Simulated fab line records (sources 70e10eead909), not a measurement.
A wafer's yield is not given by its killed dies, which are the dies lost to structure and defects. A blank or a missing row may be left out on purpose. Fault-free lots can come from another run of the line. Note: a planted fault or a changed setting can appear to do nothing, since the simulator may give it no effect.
Problem report, 8D (eight disciplines) form, completed by code	flow nand_harc	the parts of the form that need people (team, actions taken, sign-off) are left out

## 1. WHAT IS WRONG
cd_nm at NHARC_P_M2_CD_MEAS_09 reads a mean of 155.5 nm on 6 wafers of 2 lots; wafers without a fault read 169.7 nm with a standard deviation of 0.68. That puts it -21 standard deviations away from the usual mean.
The step: target cd 170 nm.
Seen first at day 10 18:14 on cd_sem-02, wafer L311.2. At this step, 39 wafers from 13 lots have a number in the record. Rule for "out", or "out of limits": more than 4 standard deviations from the usual mean. All remaining wafers that have a number are taken as sound.

## 2. WHAT IT IS; WHAT IT IS NOT
question	is	is not
which readings at this step	cd_nm	-
which lots	L311, L313	L300, L301, L302, L306, L307, L309, L315, L319, L320, L321, L323
which wafers of those lots	all that have a number	-
read on which gauges	cd_sem-02, cd_sem-03	cd_sem-01
when	from day 10 18:14	up to then (18 sound wafers); but 15 sound wafers of L315, L319, L320, L321, L323 came after

## 3. SUSPECTS, AND WHAT RULES EACH OUT
Counting: a tool at any process step up to the reading remains a suspect when it ran all the lots that are out and ran no sound lot after the first of those.
- the gauge at NHARC_P_M2_CD_MEAS_09 is ruled out. The wafers that are out were read on 2 gauges (cd_sem-02, cd_sem-03).
- litho_track-04 at NHARC_P_M2_PEB_07 (peb time 65 s): ruled out as a lasting fault. Sound lots L323 ran on it after its first lot that is out, L311 (day 10 18:10).
Left after counting: nothing in the record.

## 4. THE CAUSE (what the simulator had put in)
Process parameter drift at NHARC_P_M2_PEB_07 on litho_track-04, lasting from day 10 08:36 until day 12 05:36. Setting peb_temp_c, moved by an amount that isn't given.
The count ruled it out by mistake, since the rule takes a fault to strike every lot its tool runs from the start of the fault on, and this one did not do so.

## 5. THE CHAIN OF EFFECTS, in route order
One row per reading whose mean, taken over the struck wafers that have a number, lies over 3 standard deviations from the usual. Readings are gone through only where the record gives a usual standard deviation; hours: the median, over the lots, of the time from a lot's start at the first step in this table giving one to that lot's start at this step; sigmas: the change measured in usual standard deviations.
hours	step	reading	usual	on struck wafers	change	sigmas
0	NHARC_P_M2_PEB_07	heater_power_total_W	156.6 W	148.8	-7.8	-19
0	NHARC_P_M2_PEB_07	plate_temp_C	99.98 C	96.31	-3.67	-28
0	NHARC_P_M2_CD_MEAS_09	cd_nm	169.7 nm	155.5	-14.2	-21
Process steps it contains:
- NHARC_P_M2_PEB_07: peb time 65 s.
At these later measuring or inspecting steps, every struck wafer for which the step has a row has a number for every such reading, and none has moved that far: NHARC_END_SORT_01.

## 6. WHAT WOULD HAVE CAUGHT IT SOONER
The first out-of-limits reading at a measuring or inspecting step in this record came at day 10 18:14, 10 hours after the fault's start at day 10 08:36.
The tool's own readings at NHARC_P_M2_PEB_07 were out on every struck wafer that the step has a row for (heater_power_total_W, plate_temp_C): an alarm limit on them would have fired on the first of those.
